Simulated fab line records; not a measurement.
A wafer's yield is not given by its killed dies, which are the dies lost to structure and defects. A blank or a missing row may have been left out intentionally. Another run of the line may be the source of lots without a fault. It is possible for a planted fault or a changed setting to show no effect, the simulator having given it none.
Matching of chambers :: flow n5_finfet :: ald_sin-03 running N5_SD_EPI_N_LINER_46: 4 sister chambers
The step material SiNx, target thk 3 nm. 8 wafers are shown with their chamber, then 8 later ones without.

== WAFERS PAIRED WITH THEIR CHAMBERS ==
wafer: L353.2
chamber: 1
heater_power_w (W): 798

wafer: L354.1
chamber: 0
heater_power_w (W): 836

wafer: L354.4
chamber: 3
heater_power_w (W): 756

wafer: L354.5
chamber: 1
heater_power_w (W): 832

wafer: L358.1
chamber: 2
heater_power_w (W): 662

wafer: L358.4
chamber: 0
heater_power_w (W): 870

wafer: L358.6
chamber: 2
heater_power_w (W): 665

wafer: L364.2
chamber: 3
heater_power_w (W): 737

== WAFERS WHOSE CHAMBER IS MISSING ==
wafer: L364.5
heater_power_w (W): 866

wafer: L364.6
heater_power_w (W): 778

wafer: L371.2
heater_power_w (W): 849

wafer: L371.4
heater_power_w (W): 752

wafer: L371.5
heater_power_w (W): 802

wafer: L373.3
heater_power_w (W): 664

wafer: L373.4
heater_power_w (W): 867

wafer: L373.6
heater_power_w (W): 678

== THE CHAMBER EACH PASSED THROUGH ==
wafer: L364.5
from the rows above: 0
in truth: 0

wafer: L364.6
from the rows above: can't be placed: 3 or 1
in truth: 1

wafer: L371.2
from the rows above: can't be placed: 0 or 1
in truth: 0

wafer: L371.4
from the rows above: 3
in truth: 3

wafer: L371.5
from the rows above: 1
in truth: 1

wafer: L373.3
from the rows above: 2
in truth: 2

wafer: L373.4
from the rows above: 0
in truth: 0

wafer: L373.6
from the rows above: 2
in truth: 2
Correctly placed: 6 of 8. Cannot be placed on the basis of these rows: 2; the candidates contain the true chamber in 2. 0 placed wrongly.
How it was worked out, from the rows above alone: a wafer's distance from a chamber is the root of the sum, over the readings, of the square of ((its reading less the chamber's mean) divided by the reading's scatter). The wafer belongs to the nearest chamber; if the next one is less than 2 further off, it can't be placed. Each chamber's mean is taken over the wafers shown for it. The scatter: take each reading less its chamber's mean, square it, sum over the shown wafers, divide by the number of wafers less the number of chambers, and take the root.
